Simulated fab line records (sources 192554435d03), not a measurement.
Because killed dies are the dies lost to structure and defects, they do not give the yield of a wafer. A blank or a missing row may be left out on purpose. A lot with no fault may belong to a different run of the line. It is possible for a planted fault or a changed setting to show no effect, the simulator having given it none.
Comparing a struck lot with a sound one ; flow n5_finfet ; 36 out of 1938 route steps
Sound: wafers L715.1, L715.2, L715.5. Struck: wafer L703.2 (left out: L703.1, L703.3 of the same lot, which were not struck); the cause appears at the end.
Each step with rows lists, per side, the tool, then ch with its chambers, then its first start. Under that, the readings that differ: sound wafers ; struck wafers ; difference of the means ; sigmas: that difference in standard deviations of wafers without a fault.
alike: same words and numbers on both sides, and readings whose means sit less than 2 such deviations apart. not compared: any withheld reading, any reading some wafer has no value for, any bound like >300 that may hide the same value, and any number with overlapping values for which the record gives no deviation.
The two part at a step that has a row with sigmas, a row that says differs or no value, or rows on one side only. Non-overlapping numbers with no deviation appear without sigmas and do not part them. A reading that every wafer of one side lacks parts them only if that side has two wafers or more.

first, 8 steps without rows for these wafers: N5_BEOL_M9_SPUTTER_48 (material Cu, target thk 12 nm, time 2 s); N5_BEOL_M9_ECD_50 (material Cu, target thk 318 nm); N5_BEOL_M9_ANNEAL_51 (time 90 s); N5_BEOL_M9_CMP_52 (polishes, stops on SiCOH lowk, t overpolish 7 s, target thk 140 nm); N5_BEOL_M9_PRE_CLEAN_55 (time 15 s); N5_BEOL_M9_DEP_56 (deposits SiCN from 3MS/NH3, target thk 15 nm, time 26.5 s); N5_BEOL_M10_ILD_DEP_00 (deposits SiCOH lowk from DEMS/porogen, target thk 308.51 nm, time 58 s); N5_BEOL_M10_CURE_71 (cures SiCOH lowk, time 240 s).
N5_BEOL_M10_PECVD_70: deposits SiO2 from TEOS/O2, target thk 20 nm, time 22.7 s.
  sound on pecvd-03 ch 0,1,2, day 19 23:27; struck on pecvd-01 ch 2, day 16 06:26
reading;sound;struck;difference;sigmas
model.SiO2_of_BEOL_M10_PECVD_70.thk_nm (nm);20 20 20.4;26.2;+6.1;
  alike: heater_power_w, showerhead_plenum_p_Torr, throttle_valve_pct
then, 24 steps without rows for these wafers: N5_BEOL_M10_HM_DEP_02 (deposits TiN, target thk 20 nm); N5_BEOL_M10_COAT_59 (time 60 s, resist thk 100 nm); N5_BEOL_M10_COAT_60 (time 60 s, resist thk 30 nm); N5_BEOL_M10_COAT_05 (resist thk 90 nm); N5_BEOL_M10_EBR_07; N5_BEOL_M10_SOFTBAKE_06 (time 60 s); N5_BEOL_M10_EXPOSE_08 (exposes mask M10); N5_BEOL_M10_PEB_09 (peb time 60 s); N5_BEOL_M10_DEVELOP_10 (develop time 30 s); N5_BEOL_M10_DESCUM_16 (chemistry O2, time 7.9 s); N5_BEOL_M10_ETCH_61 (etches SiARC in CF4, target depth 39 nm, time 65 s); N5_BEOL_M10_ETCH_62 (etches SOC in N2/H2, target depth 110 nm, overetch 22 nm, time 165 s); N5_BEOL_M10_STRIP_68 (strips in N2/H2); N5_BEOL_M10_STRIP_67 (strips in CF4); N5_BEOL_M10_HM_OPEN_17 (chemistry Cl2/BCl3, target TiN, target depth 20 nm, overetch 6 nm); N5_BEOL_M10_STRIP_19 (strips in O2); N5_BEOL_M10_COAT_63 (time 60 s, resist thk 100 nm); N5_BEOL_M10_COAT_64 (time 60 s, resist thk 30 nm); N5_BEOL_M10_COAT_22 (resist thk 90 nm); N5_BEOL_M10_EBR_24; N5_BEOL_M10_SOFTBAKE_23 (time 60 s); N5_BEOL_M10_EXPOSE_25 (exposes mask V9); N5_BEOL_M10_PEB_26 (peb time 60 s); N5_BEOL_M10_DEVELOP_27 (develop time 30 s).
N5_BEOL_M10_HM_STRIP_39: strips TiN in peroxide tin strip, target depth 25 nm, time 158 s.
  sound on wet_bench-06 ch 1,2,4, day 20 07:10; struck on wet_bench-06 ch 5, day 16 12:31
reading;sound;struck;difference;sigmas
model.SiO2_of_BEOL_M10_PECVD_70.thk_nm (nm);20 19.8 20.2;26.2;+6.2;
N5_BEOL_M10_CMP_52: polishes, stops on SiCOH lowk, t overpolish 7 s, target thk 140 nm.
  sound on cmp-04 ch 0,2,3, day 20 09:15; struck on cmp-03 ch 3, day 16 16:24
reading;sound;struck;difference;sigmas
barrier_field_endpoint_s (s);29.4 28.9 29.9;36.2;+6.8;+11
  alike: edge_zone_pressure_frac, motor_current_A, slurry_flow_ml_min
N5_PASSIVATION_PROBE_49:
  the record holds rows for the sound wafers here (prober-01, day 22 07:51) but none for the struck ones

== WHERE THEY PART ==
Last at N5_PASSIVATION_PROBE_49 as far as this record goes, first at N5_BEOL_M10_CMP_52.

WHY: the cause the simulator had injected
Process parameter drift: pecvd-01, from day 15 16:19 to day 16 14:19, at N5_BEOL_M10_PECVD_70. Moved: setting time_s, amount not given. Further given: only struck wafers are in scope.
